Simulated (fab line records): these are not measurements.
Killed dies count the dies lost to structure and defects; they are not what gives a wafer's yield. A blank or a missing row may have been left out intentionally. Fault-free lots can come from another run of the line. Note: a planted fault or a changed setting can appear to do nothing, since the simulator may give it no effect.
Chamber matching / flow nand-harc / 4 sister chambers for NHARC_A_STAIRCASE_TRIM_220 on rie-diel-10
The step chemistry O2, time 211.2 s. 8 wafers are shown with their chamber, then 8 later ones without.

== WAFERS WITH THEIR CHAMBER ==
wafer=L081.1; chamber=1; showerhead-plenum-p-Torr (Torr)=3.57; oes-product-au (a.u.)=0.988
wafer=L081.3; chamber=0; showerhead-plenum-p-Torr (Torr)=3.49; oes-product-au (a.u.)=0.970
wafer=L082.1; chamber=1; showerhead-plenum-p-Torr (Torr)=3.57; oes-product-au (a.u.)=0.986
wafer=L082.3; chamber=2; showerhead-plenum-p-Torr (Torr)=3.78; oes-product-au (a.u.)=0.988
wafer=L082.5; chamber=0; showerhead-plenum-p-Torr (Torr)=3.49; oes-product-au (a.u.)=0.974
wafer=L083.1; chamber=2; showerhead-plenum-p-Torr (Torr)=3.78; oes-product-au (a.u.)=1.001
wafer=L083.6; chamber=3; showerhead-plenum-p-Torr (Torr)=3.78; oes-product-au (a.u.)=0.981
wafer=L086.1; chamber=3; showerhead-plenum-p-Torr (Torr)=3.77; oes-product-au (a.u.)=0.988

== WAFERS MISSING THEIR CHAMBER ==
wafer=L086.3; showerhead-plenum-p-Torr (Torr)=3.56; oes-product-au (a.u.)=0.999
wafer=L086.6; showerhead-plenum-p-Torr (Torr)=3.77; oes-product-au (a.u.)=0.980
wafer=L092.1; showerhead-plenum-p-Torr (Torr)=3.77; oes-product-au (a.u.)=0.993
wafer=L092.3; showerhead-plenum-p-Torr (Torr)=3.48; oes-product-au (a.u.)=0.989
wafer=L092.4; showerhead-plenum-p-Torr (Torr)=3.77; oes-product-au (a.u.)=0.992
wafer=L096.2; showerhead-plenum-p-Torr (Torr)=3.76; oes-product-au (a.u.)=0.990
wafer=L096.5; showerhead-plenum-p-Torr (Torr)=3.77; oes-product-au (a.u.)=1.007
wafer=L096.6; showerhead-plenum-p-Torr (Torr)=3.76; oes-product-au (a.u.)=0.984

== THE CHAMBER EACH PASSED THROUGH ==
wafer=L086.3; from the rows above=1; in truth=1
wafer=L086.6; from the rows above=3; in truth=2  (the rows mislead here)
wafer=L092.1; from the rows above=can't be placed: 3 or 2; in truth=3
wafer=L092.3; from the rows above=0; in truth=0
wafer=L092.4; from the rows above=can't be placed: 3 or 2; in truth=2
wafer=L096.2; from the rows above=can't be placed: 3 or 2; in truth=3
wafer=L096.5; from the rows above=can't be placed: 2 or 3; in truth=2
wafer=L096.6; from the rows above=can't be placed: 3 or 2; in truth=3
2 of 8 placed correctly. Can't be placed from these rows: 5 (the true chamber is among the candidates in 5). Wrongly placed: 1.
How it was worked out, from the rows above alone: a wafer's distance from a chamber is the root of the sum, over the readings, of the square of ((its reading less the chamber's mean) divided by the reading's scatter). The wafer belongs to the nearest chamber; if the next one is less than 2 further off, it can't be placed. For every chamber, the mean is computed from those of its wafers that are shown. The scatter: the root of (the sum of the squares of (reading less its chamber's mean) over the shown wafers, divided by (wafers less chambers)).
